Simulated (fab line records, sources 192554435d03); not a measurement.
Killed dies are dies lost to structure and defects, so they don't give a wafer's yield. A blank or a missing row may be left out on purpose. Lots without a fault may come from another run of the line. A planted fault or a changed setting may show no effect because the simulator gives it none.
fab line records | flow n5_finfet
record lots=10 wafers=28 last_day=20
route steps=1938 shown BEOL_M2@912 BEOL_M3@931 BEOL_M4@1111
lots that met no fault: from a run of the same line without faults
start_h: hours from the record's first day to the start of the lot's first wafer shown | wait_h: hours since the lot's step before | " the same as in the row above | L1.1+2: a row that stands for several wafers | - no value, or no start given | * or withheld: withheld | < > ~ a bound
route shown NAME@n: a module of which the file shows steps, and the number in the route of the first | usual: mean/standard deviation of fault-free wafers | same: alike in all rows | chamber/n: place in a boat | sites: the reading at each site | _std_site: their standard deviation | _edge_site: outer sites' mean less inner sites' | radius_mm: how far each site lies from the wafer's centre | mask NAME#n: copy n | behind: the tool/chamber that last shaped the wafer | hold: why the lot was held/for how many hours/how that ended | device: the transistor (n, p or np) that didn't switch | end of line: the same wafers' tests at the end of the route | a step without rows: its recipe alone | killed: dies lost to structure and defects at the first sort, not the wafer's yield | map: a wafer's dies, x killed, . not, _ none there
set.NAME: the setting as run; set.NAME@STEP: as run at that earlier step | model.NAME: the simulator's own value behind a step, which no gauge read
steps of the route over a sample of lots; a table a step, a row a wafer
services: from which hour (start_h, from the record's first day; less than 0 if before it) a tool's chamber was out of use, for how many hours, and why
## steps
# step N5_BEOL_M2_SPUTTER_88
# recipe material=Cu target_thk_a=45 temp_c=-20 chamber_pressure_pa=0.07 power_w=withheld time_s=8.29
# usual chuck_gas_flow_sccm=1.27/0.049 throttle_valve_pct=29.7/0.78
# columns lot.wafer tool chamber start_h wait_h chuck_gas_flow_sccm throttle_valve_pct
L339.2 pvd_sputter-03 - 150.96 0.1 1.19 29.3
L339.4 " - " " 1.35 29.8
L339.6 " - " " 1.29 30.7
L344.1 pvd_sputter-02 - 179.80 0.1 1.32 29.9
L344.2 " - " " 1.22 30.2
L346.2 pvd_sputter-02 - 190.20 0.1 1.28 29.5
L346.4 " - " " 1.23 29.8
L357.3 pvd_sputter-03 - 266.33 0.1 1.33 30.7
L357.4 " - " " 1.20 29.3
L357.5 " - " " 1.20 29.3
L356.2 pvd_sputter-01 - 273.40 0.1 1.19 29.9
L356.4 " - " " 1.30 30.2
L356.6 " - " " 1.28 30.3
L358.1 pvd_sputter-03 - 275.41 0.1 1.29 29.1
L358.2 " - " " 1.23 29.4
L358.6 " - " " 1.24 29.1
L359.1 pvd_sputter-01 - 278.19 0.1 1.22 31.3
L359.2 " - " " 1.27 28.4
L359.6 " - " " 1.35 30.0
L361.1 pvd_sputter-02 - 279.04 0.1 1.32 29.8
L361.2 " - " " 1.33 30.0
L361.4 " - " " 1.18 29.2
L360.2 pvd_sputter-03 - 281.24 0.1 1.30 29.7
L360.3 " - " " 1.21 29.5
L360.6 " - " " 1.23 29.3
L362.1 pvd_sputter-01 - 287.02 0.1 1.30 28.1
L362.2 " - " " 1.20 29.9
L362.4 " - " " 1.24 31.0
# step N5_BEOL_M2_ANNEAL_93
# recipe temp_c=400 time_s=240 ambient=vacuum
# usual heater_power_w=835/74
# columns lot.wafer tool chamber start_h wait_h heater_power_w
L339.2 pvd_sputter-03 - 151.48 0.0 802
L339.4 " - " " 1014
L339.6 " - " " 756
L344.1 pvd_sputter-02 - 180.32 0.0 934
L344.2 " - " " 841
L346.2 pvd_sputter-02 - 190.72 0.0 978
L346.4 " - " " 800
L357.3 pvd_sputter-03 - 266.85 0.0 731
L357.4 " - " " 829
L357.5 " - " " 803
L356.2 pvd_sputter-01 - 273.92 0.0 867
L356.4 " - " " 723
L356.6 " - " " 716
L358.1 pvd_sputter-03 - 275.93 0.0 820
L358.2 " - " " 824
L358.6 " - " " 807
L359.1 pvd_sputter-01 - 278.71 0.0 833
L359.2 " - " " 841
L359.6 " - " " 710
L361.1 pvd_sputter-02 - 279.56 0.0 936
L361.2 " - " " 810
L361.4 " - " " 907
L360.2 pvd_sputter-03 - 281.76 0.0 1004
L360.3 " - " " 817
L360.6 " - " " 804
L362.1 pvd_sputter-01 - 287.54 0.0 841
L362.2 " - " " 859
L362.4 " - " " 817
# step N5_BEOL_M2_CMP_52
# recipe stop_on=SiOC t_overpolish_s=6.8 down_force_psi=1 platen_rpm=50 clearing_platen_down_force_psi=1.5 clearing_platen_rpm=50 post_cmp_clean=cu_alkaline target_thk_nm=40 clearing_platen_pad_velocity_m_s=0.99484 pad_velocity_m_s=0.99484
# usual barrier_field_endpoint_s=24.7/0.59 motor_current_A=5.8/0.41 overpolish_run_s=6.800/0.0098 time_to_endpoint_s=62.7/2.7
# columns lot.wafer tool chamber start_h wait_h barrier_field_endpoint_s motor_current_A overpolish_run_s time_to_endpoint_s
L339.4 cmp-04 2 152.33 0.1 23.8 6.0 6.803 62.3
L339.2 " 0 " " 24.5 5.2 6.791 59.7
L339.6 " 2 " " 24.7 6.1 6.824 58.3
L344.1 cmp-04 2 181.17 0.3 23.4 5.6 6.805 58.8
L344.2 " 0 " " 23.6 5.4 6.807 60.1
L346.2 cmp-04 1 191.59 0.2 24.4 5.4 6.802 64.2
L346.4 " 3 " " 24.9 5.9 6.798 63.1
L357.3 cmp-01 3 267.71 0.2 25.4 6.4 6.803 65.1
L357.4 " 0 " " 25.1 6.0 6.812 62.5
L357.5 " 3 " " 25.6 6.2 6.779 65.0
L356.2 cmp-01 1 274.77 0.2 24.2 5.6 6.794 67.9
L356.4 " 2 " " 25.1 5.7 6.806 67.7
L356.6 " 1 " " 25.6 6.2 6.801 68.3
L358.2 cmp-01 0 276.79 0.2 25.2 5.9 6.807 64.8
L358.1 " 2 " " 25.8 5.6 6.799 65.5
L358.6 " 0 " " 25.6 6.1 6.816 62.8
L359.2 cmp-01 0 279.60 0.2 24.2 5.7 6.806 62.0
L359.1 " 2 " " 24.2 5.4 6.810 61.2
L359.6 " 0 " " 24.8 5.5 6.793 62.0
L361.4 cmp-04 2 280.41 0.1 24.9 5.7 6.804 64.0
L361.2 " 0 " " 24.6 5.2 6.808 65.1
L361.1 " 1 " " 25.3 5.2 6.807 68.6
L360.3 cmp-02 0 282.76 0.2 23.8 6.6 6.797 61.9
L360.2 " 2 " " 24.1 5.8 6.786 61.9
L360.6 " 1 " " 24.2 5.4 6.798 64.8
L362.1 cmp-04 2 288.39 0.3 23.6 5.9 6.799 64.4
L362.4 " 3 " " 24.3 6.0 6.793 61.8
L362.2 " 0 " " 24.1 5.4 6.817 64.7
# step N5_BEOL_M3_ILD_DEP_00
# recipe material=SiOC target_thk_a=790 temp_c=350 precursor=DEMS/O2 pressure_torr=5 rf_w=500 time_s=15.3
# usual heater_power_w=528/81 showerhead_plenum_p_Torr=5.686/0.012 showerhead_vpp_V=1402/57 throttle_valve_pct=11.8/0.56
# columns lot.wafer tool chamber start_h wait_h heater_power_w showerhead_plenum_p_Torr showerhead_vpp_V throttle_valve_pct
L339.2 pecvd-04 2 152.96 0.0 708 5.678 1391 11.7
L339.4 " 0 " " 488 5.672 1400 11.9
L339.6 " 2 " " 732 5.669 1404 12.1
L344.1 pecvd-03 2 181.79 0.0 617 5.693 1366 11.3
L344.2 " 0 " " 479 5.673 1370 11.6
L346.2 pecvd-03 2 192.23 0.0 588 5.688 1371 11.4
L346.4 " 2 " " 594 5.696 1360 11.3
L357.3 pecvd-03 0 268.33 0.0 514 5.677 1327 11.6
L357.4 " 1 " " 460 5.671 1480 11.4
L357.5 " 0 " " 508 5.689 1352 11.6
L356.2 pecvd-04 2 275.39 0.0 605 5.669 1398 11.5
L356.4 " 1 " " 459 5.703 1385 13.3
L356.6 " 0 " " 431 5.718 1413 12.0
L358.1 pecvd-04 2 277.54 0.0 705 5.675 1403 11.4
L358.2 " 0 " " 472 5.690 1432 12.2
L358.6 " 2 " " 703 5.683 1394 11.1
L359.1 pecvd-03 0 280.22 0.1 466 5.679 1342 11.7
L359.2 " 1 " " 462 5.680 1479 11.4
L359.6 " 2 " " 654 5.681 1374 11.5
L361.1 pecvd-02 2 281.03 0.0 550 5.674 1595 10.8
L361.2 " 0 " " 528 5.720 1377 12.9
L361.4 " 2 " " 549 5.683 1585 11.2
L360.2 pecvd-03 1 283.38 0.0 470 5.687 1466 11.5
L360.3 " 1 " " 467 5.673 1454 11.6
L360.6 " 1 " " 476 5.685 1464 11.4
L362.1 pecvd-02 1 289.01 0.0 466 5.687 1450 12.0
L362.2 " 2 " " 457 5.684 1598 11.0
L362.4 " 2 " " 467 5.676 1574 11.0
# step N5_BEOL_M3_THK_MEAS_01
# recipe reads=SiOC_of_BEOL_M3_ILD_DEP_00
# usual M3_ILD_THK=79.1/1.1
# columns lot.wafer tool chamber start_h wait_h M3_ILD_THK[nm]
L339.2 film_metro-01 - 153.02 0.1 76.7
L339.4 " - " " 78.3
L339.6 " - " " 78.9
L344.1 film_metro-01 - 181.86 0.0 73.6
L344.2 " - " " 76.1
L346.2 film_metro-01 - 192.30 0.1 74.2
L346.4 " - " " 78.8
L357.3 film_metro-01 - 268.39 0.1 79.7
L357.4 " - " " 79.9
L357.5 " - " " 79.6
L356.2 film_metro-02 - 275.46 0.1 79.1
L356.4 " - " " 79.5
L356.6 " - " " 78.8
L358.1 film_metro-02 - 277.61 0.0 77.7
L358.2 " - " " 77.1
L358.6 " - " " 81.3
L359.1 film_metro-01 - 280.29 0.0 80.3
L359.2 " - " " 79.0
L359.6 " - " " 79.7
L361.1 film_metro-01 - 281.10 0.0 77.5
L361.2 " - " " 79.2
L361.4 " - " " 79.7
L360.2 film_metro-02 - 283.47 0.1 79.0
L360.3 " - " " 79.8
L360.6 " - " " 80.4
L362.1 film_metro-02 - 289.09 0.1 79.0
L362.2 " - " " 77.2
L362.4 " - " " 79.5
# step N5_BEOL_M4_RC_MEAS_101
# usual DIBL_N=36.0/1.9 DIBL_P=35.6/2.2 IOFF_N=0.15/0.031 IOFF_P=0.19/0.032 ION_N=668/11 ION_P=455/7.2 SS_N=71.5/0.65 SS_P=73.4/0.64 VT_N=251/3.6 VT_P=-253/3.3
# columns lot.wafer tool chamber start_h wait_h DIBL_N[mV/V] DIBL_P[mV/V] IOFF_N[nA/um] IOFF_P[nA/um] ION_N[uA/um] ION_P[uA/um] SS_N[mV/dec] SS_P[mV/dec] VT_N[mV] VT_P[mV]
L339.2 prober-01 0 190.18 0.2 36.4 35.6 0.15 0.21 671 461 70.7 73.6 249 -249
L339.4 " 0 " " 35.7 34.2 0.14 0.19 664 460 70.1 73.3 251 -251
L339.6 " 0 " " 37.5 36.3 0.17 0.22 675 457 71.0 73.7 250 -250
L344.1 prober-02 0 241.66 0.0 33.2 32.0 0.11 0.14 649 441 72.3 71.9 260 -256
L344.2 " 0 " " 38.8 39.7 0.21 0.25 672 453 73.0 73.9 246 -249
L346.2 prober-01 0 246.14 0.2 35.6 33.8 0.12 0.16 663 451 71.1 72.4 253 -256
L346.4 " 0 " " 37.1 36.4 0.16 0.20 662 452 71.8 73.0 251 -253
L357.3 prober-02 0 313.97 0.3 39.8 39.7 0.22 0.24 700 467 71.8 74.1 248 -250
L357.4 " 0 " " 38.8 38.4 0.18 0.24 674 462 72.7 74.6 248 -252
L357.5 " 0 " " 38.1 37.0 0.17 0.20 671 458 71.4 73.9 250 -253
L359.1 prober-02 0 322.43 0.0 35.0 34.7 0.14 0.19 672 460 71.3 73.9 254 -254
L359.2 " 0 " " 35.7 34.8 0.15 0.18 666 452 72.6 74.2 251 -253
L359.6 " 0 " " 36.2 35.4 0.14 0.19 658 449 71.9 73.3 256 -252
L356.2 prober-01 0 322.82 0.2 38.0 36.6 0.17 0.21 677 463 70.9 74.0 249 -251
L356.4 " 0 " " 36.8 34.7 0.14 0.18 666 459 71.3 73.7 248 -253
L356.6 " 0 " " 38.8 37.1 0.18 0.21 683 461 72.0 73.4 248 -250
L360.2 prober-02 0 325.97 0.2 38.4 38.5 0.20 0.25 679 460 72.8 73.9 247 -249
L360.3 " 0 " " 35.8 34.8 0.15 0.20 679 463 71.7 73.3 251 -251
L360.6 " 0 " " 36.5 36.0 0.17 0.22 675 465 72.1 74.1 250 -252
L358.1 prober-01 0 331.90 0.0 37.3 36.5 0.17 0.20 679 457 71.4 73.6 247 -251
L358.2 " 0 " " 36.7 35.3 0.15 0.18 665 451 72.2 72.7 250 -253
L358.6 " 0 " " 38.7 39.4 0.21 0.25 686 462 72.4 73.9 243 -251
L361.1 prober-02 0 333.71 0.0 33.1 33.5 0.11 0.13 662 444 70.6 72.9 259 -262
L361.2 " 0 " " 34.7 35.8 0.13 0.16 666 443 71.6 73.6 255 -262
L361.4 " 0 " " 34.6 37.0 0.14 0.17 665 449 71.9 74.3 252 -259
L362.1 prober-01 0 361.52 0.0 34.9 33.6 0.13 0.17 671 460 71.2 73.1 250 -252
L362.2 " 0 " " 34.3 33.6 0.12 0.18 653 451 70.9 73.2 254 -253
L362.4 " 0 " " 37.0 36.7 0.16 0.24 684 469 71.4 74.6 248 -246
## services
# columns tool chamber start_h hours kind
pecvd-02 1 127.44 2.1 scheduled_down
pvd_sputter-01 - 133.60 1.9 repair
cmp-02 - 142.05 4.5 pm
pvd_sputter-01 - 143.27 4.6 repair
pecvd-03 0 144.63 19.6 repair
pecvd-04 2 159.21 5.5 scheduled_down
pecvd-02 2 163.09 76.1 repair
cmp-02 - 165.29 0.4 repair
cmp-02 - 165.99 4.0 pm
cmp-02 - 180.29 3.1 pm
cmp-01 - 183.03 4.0 pm
cmp-01 - 187.03 - consumable_replace:conditioner
cmp-01 - 187.03 - consumable_replace:pad
pecvd-04 2 202.38 - clean
pecvd-04 2 202.38 - consumable_replace:showerhead
pecvd-04 2 202.38 29.0 scheduled_down
pecvd-04 2 202.38 29.0 vent_cycle
cmp-01 - 212.85 1.8 repair
cmp-02 - 228.00 4.7 repair
pecvd-02 0 234.70 5.0 scheduled_down
pecvd-03 1 243.89 5.5 scheduled_down
cmp-01 - 268.68 3.5 pm
pecvd-03 0 281.20 5.5 scheduled_down
pecvd-04 - 288.42 33.3 repair
## key
first_sign step=N5_BEOL_M3_THK_MEAS_01 reading=M3_ILD_THK direction=down sigmas=4.1 usual=79.1 struck=74.6
effect none on later readings
met_at N5_BEOL_M3_ILD_DEP_00
struck_lots L344,L346
struck_wafers L344.1,L344.2,L346.2
not_acting_at N5_BEOL_M2_SPUTTER_88,N5_BEOL_M2_ANNEAL_93,N5_BEOL_M2_CMP_52
fault kind=process_parameter_drift tool=pecvd-03 chamber=- onset_h=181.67 steps=N5_BEOL_M3_ILD_DEP_00 channel=time_s offset=* shape=step end_h=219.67 scope=struck_wafers_only acts_in=* stated=*
